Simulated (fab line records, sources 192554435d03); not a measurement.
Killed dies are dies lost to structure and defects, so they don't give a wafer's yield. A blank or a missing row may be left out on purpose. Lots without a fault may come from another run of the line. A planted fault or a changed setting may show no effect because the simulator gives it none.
Chamber matching | flow n5_finfet | N5_BEOL_M2_ALD_84 on ald_metal-03: 4 sister chambers
The step deposits TaN, pulse time 2 s, purge time 3 s, co reactant purge time 2 s. 22 wafers are shown with their chamber, then 11 later ones without.

WAFERS WITH THEIR CHAMBER
wafer  | chamber | heater_power_w (W) | precursor_vessel_temp_c (C)
L076.2 | 1       | 330                | 74.71
L076.4 | 0       | 440                | 74.98
L076.6 | 3       | 428                | 75.09
L078.1 | 2       | 504                | 75.07
L078.2 | 0       | 450                | 75.40
L078.4 | 3       | 419                | 75.05
L080.1 | 2       | 501                | 74.95
L080.4 | 1       | 329                | 75.17
L080.6 | 2       | 513                | 75.13
L079.1 | 1       | 322                | 74.96
L079.4 | 0       | 459                | 75.16
L079.6 | 0       | 453                | 74.87
L082.2 | 1       | 326                | 75.04
L082.3 | 2       | 506                | 74.77
L082.6 | 1       | 330                | 74.80
L085.2 | 2       | 514                | 74.98
L085.4 | 3       | 425                | 75.05
L085.5 | 0       | 460                | 75.12
L089.1 | 1       | 315                | 74.97
L089.4 | 3       | 429                | 75.19
L089.6 | 0       | 447                | 75.19
L091.2 | 0       | 457                | 75.00

SIGNATURES (means of the wafers above)
reading                 | chamber 0 | chamber 1 | chamber 2 | chamber 3 | scatter within a chamber
heater_power_w          | 452.29    | 325.33    | 507.60    | 425.25    | 6.13
precursor_vessel_temp_c | 75.1029   | 74.9417   | 74.9800   | 75.0950   | 0.15
Rule: a wafer's distance from a chamber is the root of the sum, over the readings, of the square of ((its reading less the chamber's mean) divided by the reading's scatter). The wafer belongs to the nearest chamber; if the next one is less than 2 further off, it can't be placed. The scatter: the root of (the sum of the squares of (reading less its chamber's mean) over the shown wafers, divided by (wafers less chambers)).

WAFERS WITHOUT THEIR CHAMBER
wafer  | heater_power_w (W) | precursor_vessel_temp_c (C)
L091.3 | 516                | 74.96
L091.5 | 422                | 75.18
L092.1 | 504                | 75.25
L092.4 | 426                | 74.99
L092.5 | 498                | 75.07
L094.1 | 507                | 75.14
L094.2 | 456                | 75.21
L094.4 | 426                | 74.86
L097.1 | 454                | 74.93
L097.4 | 508                | 75.19
L097.5 | 460                | 74.94

WHICH CHAMBER EACH WENT THROUGH
wafer  | from the rows above | in truth
L091.3 | 2                   | 2
L091.5 | 3                   | 3
L092.1 | 2                   | 2
L092.4 | 3                   | 3
L092.5 | 2                   | 2
L094.1 | 2                   | 2
L094.2 | 0                   | 0
L094.4 | 3                   | 3
L097.1 | 0                   | 0
L097.4 | 2                   | 2
L097.5 | 0                   | 0
Placed correctly: 11 of 11. Can't be placed from these rows: 0. Placed wrongly: 0.
